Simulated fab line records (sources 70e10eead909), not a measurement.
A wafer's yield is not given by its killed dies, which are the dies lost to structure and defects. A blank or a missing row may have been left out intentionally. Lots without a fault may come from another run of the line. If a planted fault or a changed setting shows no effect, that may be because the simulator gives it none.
Which tool did it?    flow nandHarc    11 lots with 33 wafers sampled at 5 steps, on a route of 1302 steps

== WHAT THE GAUGES SHOWED, per wafer ==
NHARC_END_SORT_01. Usual: killedAtArray 58, standard deviation 20; killedAtOther 1.0, standard deviation 1.2; killedAtPeriphery 4.1, standard deviation 3; killedDies 63, standard deviation 20; killedOpen 3.2, standard deviation 1.7; killedShort 2.5, standard deviation 1.5.
lot   measured      on         killedAtArray  killedAtOther  killedAtPeriphery  killedDies   killedOpen  killedShort  flag
L288  day 25 06:03  prober-01  74 65 63       0 1 0          2 2 0              76 68 63     4 1 1       4 2 0        
L294  day 26 21:34  prober-02  59 57 67       0 0 0          1 0 2              60 57 69     3 0 4       1 2 1        
L295  day 27 08:33  prober-01  82 76 84       0 0 0          2 6 1              84 82 85     6 5 1       4 5 3        
L296  day 27 23:50  prober-02  58 45 59       0 0 0          4 3 2              62 48 61     4 2 3       2 0 1        
L299  day 28 11:41  prober-02  35 36 41       0 0 1          11 8 10            46 44 52     5 1 7       2 4 4        
L302  day 30 04:41  prober-02  335 440 331    0 0 0          5 6 6              340 446 337  3 4 3       3 2 2        OFF
L303  day 30 22:38  prober-02  361 361 354    1 4 0          1 1 6              363 366 360  4 2 2       2 1 2        OFF
L305  day 31 15:04  prober-02  72 70 57       1 0 0          1 3 3              74 73 60     4 4 3       1 7 3        
L308  day 33 00:31  prober-01  64 52 48       2 0 3          4 5 3              70 57 54     4 4 4       2 4 1        
L309  day 33 08:15  prober-02  61 69 57       1 0 1          3 6 1              65 75 59     3 4 4       2 0 4        
L310  day 33 19:42  prober-02  46 41 44       0 2 2          3 2 0              49 45 46     2 3 2       1 0 5        

== EACH LOT AND THE TOOL THAT RAN IT (in order: tool; ch and the chambers of the sampled wafers; start) ==
lot   NHARC_A_STAIRCASE_ETCH_13          NHARC_A_STAIRCASE_TRIM_14                     NHARC_A_STAIRCASE_TRIM_20          NHARC_A_STAIRCASE_TRIM_22
L288  rieDiel-06 ch 1,2,3, day 16 16:50  rieDiel-06 ch 1,2, day 16 17:59 or earlier    rieDiel-07 ch 0,1,3, day 16 17:59  rieDiel-07 ch 1,2, day 25 06:03 or earlier
L294  rieDiel-06 ch 0,1,2, day 18 10:11  rieDiel-06 ch 0,1,3, day 18 11:04 or earlier  rieDiel-06 ch 2,3, day 18 11:04    rieDiel-06 ch 0,2,3, day 26 21:34 or earlier
L295  rieDiel-08 ch 0,1,2, day 18 20:40  rieDiel-08 ch 0,2,3, day 18 22:00 or earlier  rieDiel-07 ch 0,1, day 18 22:00    rieDiel-07 ch 0,1,3, day 27 08:33 or earlier
L296  rieDiel-07 ch 1,2,3, day 19 09:15  rieDiel-07 ch 1,2,3, day 19 10:07 or earlier  rieDiel-06 ch 0,1,2, day 19 10:07  rieDiel-06 ch 0,1,3, day 27 23:50 or earlier
L299  rieDiel-07 ch 0,3, day 20 04:22    rieDiel-07 ch 1,2, day 20 05:28 or earlier    rieDiel-08 ch 1,2, day 20 05:28    rieDiel-08 ch 2,3, day 28 11:41 or earlier
L302  rieDiel-08 ch 0,1,2, day 21 15:24  rieDiel-08 ch 0,1,2, day 21 16:20 or earlier  rieDiel-08 ch 0,2,3, day 21 16:20  rieDiel-08 ch 0,1,2, day 30 04:41 or earlier
L303  rieDiel-08 ch 0,3, day 22 07:15    rieDiel-08 ch 0,3, day 22 08:30 or earlier    rieDiel-08 ch 0,2, day 22 08:30    rieDiel-08 ch 0,3, day 30 22:38 or earlier
L305  rieDiel-06 ch 2,3, day 23 07:20    rieDiel-06 ch 0,1,3, day 23 08:16 or earlier  rieDiel-06 ch 0,2,3, day 23 08:16  rieDiel-06 ch 2,3, day 31 15:04 or earlier
L308  rieDiel-07 ch 0,2,3, day 24 07:50  rieDiel-07 ch 0,2,3, day 24 08:42 or earlier  rieDiel-07 ch 0,2,3, day 24 08:42  rieDiel-07 ch 1,2,3, day 33 00:31 or earlier
L309  rieDiel-07 ch 0,2, day 24 16:48    rieDiel-07 ch 0,1,2, day 24 20:28 or earlier  rieDiel-08 ch 0,1,2, day 24 20:28  rieDiel-08 ch 0,1,3, day 33 08:15 or earlier
L310  rieDiel-07 ch 2,3, day 25 02:42    rieDiel-07 ch 1,3, day 25 04:43 or earlier    rieDiel-07 ch 0,3, day 25 04:43    rieDiel-07 ch 1,2,3, day 33 19:42 or earlier
- NHARC_A_STAIRCASE_ETCH_13: etches the open film in C4F8/O2, target depth 100 nm, time 40.5 s.
- NHARC_A_STAIRCASE_TRIM_14: chemistry O2, time 211.2 s.
- NHARC_A_STAIRCASE_TRIM_20: chemistry O2, time 211.2 s.
- NHARC_A_STAIRCASE_TRIM_22: chemistry O2, time 211.2 s.

== AS READ BY THE TOOLS THEMSELVES (means over the sampled wafers that have a number; for cases with no such wafer, the mark the record gives instead) ==
NHARC_A_STAIRCASE_ETCH_13. Usual: oesProductAu 0.937 a.u., standard deviation 0.016; rfFwdPowerW 592 W, standard deviation 3.4; rfVppV 897 V, standard deviation 4.2; runLengthS 61.9 s, standard deviation 0.54.
lot   tool        oesProductAu (a.u.)  rfFwdPowerW (W)  rfVppV (V)  runLengthS (s)  flag
L288  rieDiel-06  0.932                589              894         61.6            
L294  rieDiel-06  0.919                592              897         61.5            
L295  rieDiel-08  0.959                595              896         62.0            
L296  rieDiel-07  0.942                592              897         62.3            
L299  rieDiel-07  0.916                590              897         62.0            
L302  rieDiel-08  0.970                595              895         71.7            OFF
L303  rieDiel-08  0.929                588              891         71.3            OFF
L305  rieDiel-06  0.945                587              894         61.5            
L308  rieDiel-07  0.944                593              898         62.5            
L309  rieDiel-07  0.955                595              902         62.6            
L310  rieDiel-07  0.925                591              895         62.3            

NHARC_A_STAIRCASE_TRIM_14. Usual: drypumpMotorCurrentA 5.6 A, standard deviation 0.43; oesProductAu 0.997 a.u., standard deviation 0.011; rfVppV 57.8 V, standard deviation 0.87; showerheadPlenumPTorr 3.55 Torr, standard deviation 0.11; throttleValvePct 17.038 %, standard deviation 0.01.
lot   tool        drypumpMotorCurrentA (A)  oesProductAu (a.u.)  rfVppV (V)  showerheadPlenumPTorr (Torr)  throttleValvePct (%)  flag
L288  rieDiel-06  6.3                       0.993                58.2        3.47                          17.041                
L294  rieDiel-06  5.7                       0.997                58.0        3.57                          17.040                
L295  rieDiel-08  5.4                       1.011                57.9        3.45                          17.042                
L296  rieDiel-07  5.2                       0.986                57.3        3.57                          17.049                
L299  rieDiel-07  5.1                       0.996                57.7        3.62                          17.030                
L302  rieDiel-08  5.4                       1.015                57.8        3.52                          17.038                
L303  rieDiel-08  5.3                       0.993                57.6        3.44                          17.034                
L305  rieDiel-06  5.7                       0.993                57.4        3.55                          17.047                
L308  rieDiel-07  5.6                       0.996                57.6        3.59                          17.037                
L309  rieDiel-07  5.5                       0.997                57.7        3.64                          17.034                
L310  rieDiel-07  5.1                       0.998                58.2        3.54                          17.048                

NHARC_A_STAIRCASE_TRIM_20. Usual: drypumpMotorCurrentA 5.6 A, standard deviation 0.45; oesProductAu 0.998 a.u., standard deviation 0.012; rfVppV 57.9 V, standard deviation 0.89; showerheadPlenumPTorr 3.54 Torr, standard deviation 0.11; throttleValvePct 17.038 %, standard deviation 0.0087.
lot   tool        drypumpMotorCurrentA (A)  oesProductAu (a.u.)  rfVppV (V)  showerheadPlenumPTorr (Torr)  throttleValvePct (%)  flag
L288  rieDiel-07  5.5                       0.982                58.0        3.61                          17.039                
L294  rieDiel-06  6.4                       0.993                57.7        3.46                          17.041                
L295  rieDiel-07  5.4                       0.996                57.8        3.65                          17.029                
L296  rieDiel-06  5.9                       0.997                57.9        3.55                          17.035                
L299  rieDiel-08  5.6                       1.020                58.3        3.54                          17.040                
L302  rieDiel-08  5.4                       1.001                58.0        3.43                          17.033                
L303  rieDiel-08  5.4                       1.004                57.9        3.49                          17.041                
L305  rieDiel-06  6.0                       0.987                57.8        3.53                          17.044                
L308  rieDiel-07  5.5                       0.998                57.9        3.59                          17.034                
L309  rieDiel-08  5.5                       1.008                57.5        3.51                          17.038                
L310  rieDiel-07  5.6                       0.998                58.0        3.53                          17.043                

NHARC_A_STAIRCASE_TRIM_22. Usual: drypumpMotorCurrentA 5.6 A, standard deviation 0.44; oesProductAu 0.997 a.u., standard deviation 0.012; rfVppV 57.7 V, standard deviation 0.81; showerheadPlenumPTorr 3.54 Torr, standard deviation 0.11; throttleValvePct 17.037 %, standard deviation 0.0097.
lot   tool        drypumpMotorCurrentA (A)  oesProductAu (a.u.)  rfVppV (V)  showerheadPlenumPTorr (Torr)  throttleValvePct (%)  flag
L288  rieDiel-07  5.1                       0.995                58.2        3.63                          17.038                
L294  rieDiel-06  6.0                       0.991                58.1        3.55                          17.037                
L295  rieDiel-07  5.5                       0.983                56.6        3.60                          17.042                
L296  rieDiel-06  5.7                       1.000                57.3        3.57                          17.038                
L299  rieDiel-08  5.5                       1.000                57.3        3.43                          17.044                
L302  rieDiel-08  5.5                       1.009                57.3        3.52                          17.044                
L303  rieDiel-08  5.4                       0.993                58.0        3.38                          17.025                
L305  rieDiel-06  6.1                       0.995                57.9        3.46                          17.035                
L308  rieDiel-07  5.2                       1.000                57.6        3.56                          17.040                
L309  rieDiel-08  5.5                       1.007                57.1        3.45                          17.038                
L310  rieDiel-07  5.2                       0.989                58.4        3.55                          17.035                

== THE ANSWER, worked out from the rows above alone ==
Rule: take the mean of a lot's wafers that have a number; if it is more than 3 standard deviations from the usual mean, the lot is off. A lot without any number at a reading at which 4 lots or more have one is off too. The other lots that the step has rows for count as sound. The gauges are gone through in route order, then the tools' own readings, and for those a lot's mean is taken as printed above. At the first step where some lot is off, the reading lying furthest off is the one used; lots without a number count as furthest.
Off, at NHARC_END_SORT_01 on killedDies: L302, L303.
A tool fits if, at a process step before that reading, it ran every lot that is off, and no sound lot after the first of them. Not tried: the gauges at NHARC_END_SORT_01; whatever is off there is also off at NHARC_A_STAIRCASE_ETCH_13, on other tools, and gauge error can't account for it. Because NHARC_A_STAIRCASE_TRIM_14 lacks a start for some lots, the hours and order of its lots are taken from NHARC_A_STAIRCASE_TRIM_20. Because NHARC_A_STAIRCASE_TRIM_22 lacks a start for some lots, the hours and order of its lots are taken from NHARC_END_SORT_01. One fits: NHARC_A_STAIRCASE_ETCH_13 and NHARC_A_STAIRCASE_TRIM_14 on rieDiel-08. At NHARC_A_STAIRCASE_ETCH_13 its last sound lot is L295 (day 18 20:40), its first lot that is off L302 (day 21 15:24): a fault that began between those two fits.
The tool's own readings at NHARC_A_STAIRCASE_ETCH_13 bear it out: on the lots that are off they differ by more than 5 times the standard deviation of the sound lots' means. runLengthS reads 71.5 s there against 62.0 s on the sound lots.

== WHAT THE SIMULATOR HAD PUT IN ==
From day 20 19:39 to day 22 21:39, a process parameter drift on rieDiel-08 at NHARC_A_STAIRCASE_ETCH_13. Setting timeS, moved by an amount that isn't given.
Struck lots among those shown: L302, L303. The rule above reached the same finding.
